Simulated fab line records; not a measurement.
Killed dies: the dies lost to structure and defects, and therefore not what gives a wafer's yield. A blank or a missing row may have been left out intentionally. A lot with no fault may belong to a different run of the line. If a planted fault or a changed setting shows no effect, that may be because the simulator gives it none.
Matching of chambers + flow n5_finfet + N5_BEOL_M11_ALD_74 on ald_metal-03: 4 sister chambers
The step deposits TaN, target thk 2 nm, pulse time 2 s, purge time 3 s. 4 wafers are shown with their chamber, then 7 later ones without.

## EACH WAFER AND ITS CHAMBER
| wafer  | chamber | heater_power_w (W) |
|--------|---------|--------------------|
| L079.3 | 0       | 431                |
| L082.2 | 2       | 366                |
| L088.1 | 1       | 410                |
| L088.3 | 3       | 442                |

## WAFERS WITHOUT THEIR CHAMBER
| wafer  | heater_power_w (W) |
|--------|--------------------|
| L088.4 | 423                |
| L096.1 | 419                |
| L096.2 | 372                |
| L096.3 | 399                |
| L096.4 | 443                |
| L096.5 | 447                |
| L096.6 | 418                |

## WHICH CHAMBER EACH ONE RAN IN
| wafer  | from the rows above          | in truth |
|--------|------------------------------|----------|
| L088.4 | can't be placed: 0 or 1 or 3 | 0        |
| L096.1 | can't be placed: 1 or 0 or 3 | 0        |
| L096.2 | 2                            | 2        |
| L096.3 | 1                            | 1        |
| L096.4 | can't be placed: 3 or 0      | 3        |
| L096.5 | can't be placed: 3 or 0      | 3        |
| L096.6 | can't be placed: 1 or 0      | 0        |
Correctly placed: 2 of 7. Can't be placed from these rows: 5 (the true chamber is among the candidates in 5). Number placed wrongly: 0.
How it was worked out, from the rows above alone: a wafer's distance from a chamber is the root of the sum, over the readings, of the square of ((its reading less the chamber's mean) divided by the reading's scatter). The wafer belongs to the nearest chamber; if the next one is less than 2 further off, it can't be placed. Each chamber's mean is taken over the wafers shown for it. The scatter (one wafer shown for each chamber): square how far every hidden wafer sits from the nearest shown wafer, average those squares and take the square root.
